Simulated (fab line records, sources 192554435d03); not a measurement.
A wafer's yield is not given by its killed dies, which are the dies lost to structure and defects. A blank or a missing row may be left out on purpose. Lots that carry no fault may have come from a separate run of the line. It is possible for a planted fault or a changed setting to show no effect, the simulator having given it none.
Chamber matching	flow n5 finfet	N5_STI_FIN_REVEAL_CMP_04 on cmp-04: 4 sister chambers
The step polishes, stops on Si3N4, t overpolish 4 s, target thk 131.83 nm. 16 wafers are shown with their chamber, then 8 later ones without.

== WAFERS WITH THEIR CHAMBER ==
wafer	chamber	motor current A (A)	time to endpoint s (s)	slurry filter dp kPa (kPa)
L077.1	2	7.5	109	13.46
L077.2	1	7.8	111	13.60
L077.3	3	7.6	114	13.28
L078.1	0	8.5	110	13.48
L078.5	1	7.7	108	13.76
L078.6	2	7.6	109	13.48
L080.3	0	8.2	111	13.45
L080.4	2	7.3	111	13.30
L080.6	3	7.8	118	13.50
L082.2	2	7.7	107	13.36
L082.3	0	8.7	110	13.62
L082.6	1	7.5	109	13.69
L090.2	2	7.2	101	13.19
L090.4	0	8.6	101	13.15
L090.5	3	7.8	112	13.33
L091.2	2	7.4	101	13.71

SIGNATURES (averages over the wafers above)
reading	chamber 0	chamber 1	chamber 2	chamber 3	scatter within a chamber
motor current A	8.500	7.667	7.450	7.733	0.18
time to endpoint s	108.00	109.33	106.33	114.67	3.9
slurry filter dp kPa	13.4250	13.6833	13.4167	13.3700	0.163
Rule: a wafer's distance from a chamber is the root of the sum, over the readings, of the square of ((its reading less the chamber's mean) divided by the reading's scatter). If the next closest chamber is less than 2 further off than the closest, the wafer can't be placed; otherwise it belongs to the closest. How the scatter is found: for the shown wafers, subtract from each reading the mean of its chamber, square and add these, divide the total by (wafers less chambers), then take the root.

== WAFERS WITHOUT THEIR CHAMBER ==
wafer	motor current A (A)	time to endpoint s (s)	slurry filter dp kPa (kPa)
L091.5	7.7	99	13.26
L091.6	8.1	100	13.55
L093.1	7.6	101	13.66
L093.2	8.0	101	13.54
L093.6	7.8	101	13.50
L096.3	7.6	100	13.55
L096.4	7.4	92	13.58
L096.6	7.8	93	13.74

== WHICH CHAMBER EACH ONE RAN IN ==
wafer	from the rows above	in truth
L091.5	can't be placed: 2 or 1 or 3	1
L091.6	can't be placed: 0 or 1 or 2 or 3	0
L093.1	can't be placed: 1 or 2 or 3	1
L093.2	can't be placed: 1 or 0 or 2 or 3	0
L093.6	can't be placed: 2 or 1 or 3 or 0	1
L096.3	can't be placed: 2 or 1 or 3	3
L096.4	can't be placed: 2 or 1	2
L096.6	can't be placed: 1 or 2 or 0 or 3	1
Correct placement for 0 of the 8. Cannot be placed on the basis of these rows: 8; the candidates contain the true chamber in 8. Placed wrongly: 0.
